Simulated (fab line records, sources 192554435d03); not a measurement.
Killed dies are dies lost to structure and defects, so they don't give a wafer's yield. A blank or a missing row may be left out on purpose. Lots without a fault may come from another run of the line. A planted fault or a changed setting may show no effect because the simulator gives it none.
A struck lot beside a sound one | flow n5_finfet | 37 steps out of a route of 1938
Sound: wafers L456.3, L456.4, L456.5. Struck: wafers L462.2, L462.3. (L462.6 of the same lot was not struck and is left out.) The cause comes at the end.
At each step with rows: each side's tool, then ch and its chambers, then its first start. Under that, the readings that differ: sound wafers | struck wafers | difference of the means | sigmas: that difference in standard deviations of wafers without a fault.
alike: readings whose means differ by less than 2 such deviations, and words and numbers that are the same on both sides. not compared: withheld readings, readings that some wafer has no value for, bounds like >300 that may hide the same value, and numbers for which the record gives no deviation and whose values overlap.
The two part at a step that has a row with sigmas, a row that says differs or no value, or rows on one side only. Numbers that don't overlap but have no deviation are shown without sigmas and don't part them. A reading that every wafer of one side lacks parts them only if that side has two wafers or more.

first, 12 steps without rows for these wafers: N5_GATE_CUT_DESCUM_18 (chemistry O2, time 7 s); N5_GATE_CUT_ETCH_28 (etches underlayer in N2/H2, target depth 13 nm, time 10.4 s); N5_GATE_CUT_ETCH_36 (etches SiARC in CF4, target depth 13 nm, time 21.7 s); N5_GATE_CUT_ETCH_37 (etches SOC in N2/H2, target depth 60 nm, overetch 12 nm, time 90 s); N5_GATE_CUT_STRIP_38 (strips in N2/H2); N5_GATE_CUT_STRIP_39 (strips in N2/H2); N5_GATE_CUT_HM_OPEN_40 (chemistry C4F6/O2, target SiO2, target depth 139 nm, time 85.1 s); N5_GATE_CUT_STRIP_41 (strips in CF4); N5_GATE_CUT_STRIP_42 (strips in O2); N5_GATE_CUT_ETCH_19 (etches SiNx in CH3F/O2, target depth 53.7 nm, time 76.7 s); N5_GATE_CUT_CUT_ETCH_53 (etches W in SF6/Cl2, target depth 79.2 nm); N5_GATE_CUT_CUT_ETCH_54 (etches TiN in Cl2/BCl3, target depth 96.7 nm).
N5_GATE_CUT_CUT_ETCH_55: etches HfO2 in BCl3, target depth 3.2 nm.
  sound on rie_metal-01 ch 0,1, day 5 22:13; struck on rie_metal-01 ch 0, day 7 07:26
  alike: drypump_motor_current_A, oes_product_au, throttle_valve_pct
  not compared: rf_hours_counter_h
then, 23 steps without rows for these wafers: N5_GATE_CUT_ETCH_47 (etches SiO2 in Cl2/BCl3, target depth 10 nm); N5_GATE_CUT_VAPOR_ETCH_48 (etches TiN in BCl3/Cl2); N5_GATE_CUT_VAPOR_ETCH_49 (etches TiAlC in BCl3/Cl2); N5_GATE_CUT_VAPOR_ETCH_51 (etches HfO2 in BCl3/Cl2); N5_GATE_CUT_STRIP_21 (strips in N2/H2, time 30 s); N5_GATE_CUT_STRIP_29 (strips in post etch residue remover, time 60 s); N5_GATE_CUT_SRD_52 (time 30 s); N5_GATE_CUT_ALD_22 (deposits SiNx, target thk 16 nm, pulse time 1 s, ald cycles 320); N5_GATE_CUT_CMP_23 (polishes, stops on SiO2, t overpolish 23.4 s, target thk 16 nm); N5_GATE_CUT_CMP_43 (polishes SiO2); N5_GATE_CUT_CMP_61 (polishes, stops on SiNx, t overpolish 3 s); N5_MOL_CONTACT_COAG_COAT_103 (time 60 s, resist thk 80 nm); N5_MOL_CONTACT_COAG_COAT_104 (time 60 s, resist thk 12 nm); N5_MOL_CONTACT_COAG_COAT_58 (time 60 s, resist thk 10 nm); N5_MOL_CONTACT_COAG_COAT_02 (resist thk 30 nm); N5_MOL_CONTACT_COAG_EBR_04; N5_MOL_CONTACT_COAG_SOFTBAKE_03 (time 60 s); N5_MOL_CONTACT_COAG_EXPOSE_05 (exposes mask CA, defocus 0 nm); N5_MOL_CONTACT_COAG_PEB_06 (peb time 60 s); N5_MOL_CONTACT_COAG_DEVELOP_07 (develop time 30 s); N5_MOL_CONTACT_COAG_DESCUM_13 (chemistry O2, time 7 s); N5_MOL_CONTACT_COAG_ETCH_59 (etches underlayer in N2/H2, target depth 13 nm, time 10.4 s); N5_MOL_CONTACT_COAG_ETCH_105 (etches SiARC in CF4, target depth 15.6 nm, time 26 s).
-- the record jumps here: 7 days lie between the struck wafers' starts before and after (it left off in module MOL_CONTACT_COAG and takes up again in module PASSIVATION, whose first step shown is number 1936 of the route) --
N5_PASSIVATION_PROBE_49:
  sound on prober-01, day 13 02:52; struck on prober-02, day 14 16:08
  reading                  | sound          | struck    | difference | sigmas
  defect_limited_yield (%) | 91.6 93.6 91.9 | 81.0 80.5 | -11.6      | -8
  killed_at_front_end      | 23 25 24       | 177 174   | +152       | +14
  killed_dies              | 99 76 96       | 224 230   | +137       | +8
  killed_on_rim            | 18 10 10       | 29 29     | +16        | +4
  sort_bin_5_function (%)  | 4.7 3.9 4.3    | 11.9 12.0 | +7.6       | +8
  sort_n_pass              | 1081 1104 1084 | 956 950   | -137       | -8
  sort_yield_pct (%)       | 91.6 93.6 91.9 | 81.0 80.5 | -11.6      | -8
  alike: killed_at_M0_to_M3, killed_at_M4_up, killed_at_contacts, killed_at_other, killed_open, killed_short, sort_bin_6_memory

WHERE THEY PART
Only at N5_PASSIVATION_PROBE_49, within this record.

WHY: what the simulator had put in
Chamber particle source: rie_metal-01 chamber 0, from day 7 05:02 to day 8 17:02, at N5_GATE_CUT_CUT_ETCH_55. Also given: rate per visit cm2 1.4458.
